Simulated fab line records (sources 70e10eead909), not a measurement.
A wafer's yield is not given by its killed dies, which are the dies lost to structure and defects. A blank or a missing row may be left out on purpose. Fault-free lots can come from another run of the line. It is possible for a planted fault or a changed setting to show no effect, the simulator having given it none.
Problem report in the 8D (eight disciplines) form, filled by code / flow nand-harc / the parts of the form that need people (team, actions taken, sign-off) are left out

1. THE ISSUE
killed-at-array at NHARC_END_SORT_01 reads a mean of 120 on 6 wafers of 2 lots; wafers without a fault read 28 with a standard deviation of 11. That is +8.4 standard deviations from the usual mean.
Earliest sighting: wafer L215.2 on prober-02 at day 24 17:31. The record has a number at this step for 6 wafers belonging to 2 lots. Rule for "out" (also "out of limits"): further than 4 standard deviations from the usual mean. The other wafers with a number count as sound.

2. WHAT IT IS AND WHAT IT IS NOT
question=which readings at this step; is=killed-at-array, killed-dies; is not=killed-at-other, killed-at-periphery, killed-open, killed-short
question=which lots; is=L215, L216; is not=-
question=which wafers of those lots; is=all that have a number; is not=-
question=read on which gauges; is=prober-02; is not=-
question=when; is=from day 24 17:31; is not=up to then (0 sound wafers)

3. THE SUSPECTS, EACH WITH WHAT RULES IT OUT
Counting: any tool at a process step up to the reading is kept as a suspect provided that every lot that is out went through it and no sound lot did after the first of them.
- the gauge at NHARC_END_SORT_01: kept. All the wafers that are out were read on prober-02, and no step on other tools shows them out.
- har-cap-etch-01 at NHARC_A_CONTACT_ETCH_120 (etches the open film in C4F8/O2/Ar, time 94 s, target depth 922 nm): kept. It ran every lot that is out, first L215 (day 21 12:55), and no sound lot after that.
After counting, har-cap-etch-01 at NHARC_A_CONTACT_ETCH_120 and prober-02 at NHARC_END_SORT_01 remain.

4. THE CAUSE (what the simulator had put in)
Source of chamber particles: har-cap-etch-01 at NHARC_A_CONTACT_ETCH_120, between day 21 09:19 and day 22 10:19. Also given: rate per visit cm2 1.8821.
This tool is one of the 2 suspects left after counting.

5. THE EFFECT CHAIN, in route order
Each row: a reading where the mean over the struck wafers with a number is more than 3 standard deviations away from the usual. Scope: only readings with a usual standard deviation given in the record; hours: median across lots of the time from each lot's start at the first step in this table that gives one to its start at this step; sigmas: change in usual standard deviations.
hours=0; step=NHARC_END_SORT_01; reading=killed-at-array; usual=28; on struck wafers=120; change=+92; sigmas=+8.4
hours=0; step=NHARC_END_SORT_01; reading=killed-dies; usual=32; on struck wafers=122; change=+90; sigmas=+8.2

6. HOW IT WOULD HAVE BEEN CAUGHT EARLIER
In this record the first reading out of limits at a measuring or inspecting step was taken at day 24 17:31, 80 hours after the fault began at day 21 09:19.
Lots out: 2; all had begun NHARC_A_CONTACT_ETCH_120 on har-cap-etch-01 by day 24 17:31. Tool hold at that time: it would have spared none of them.
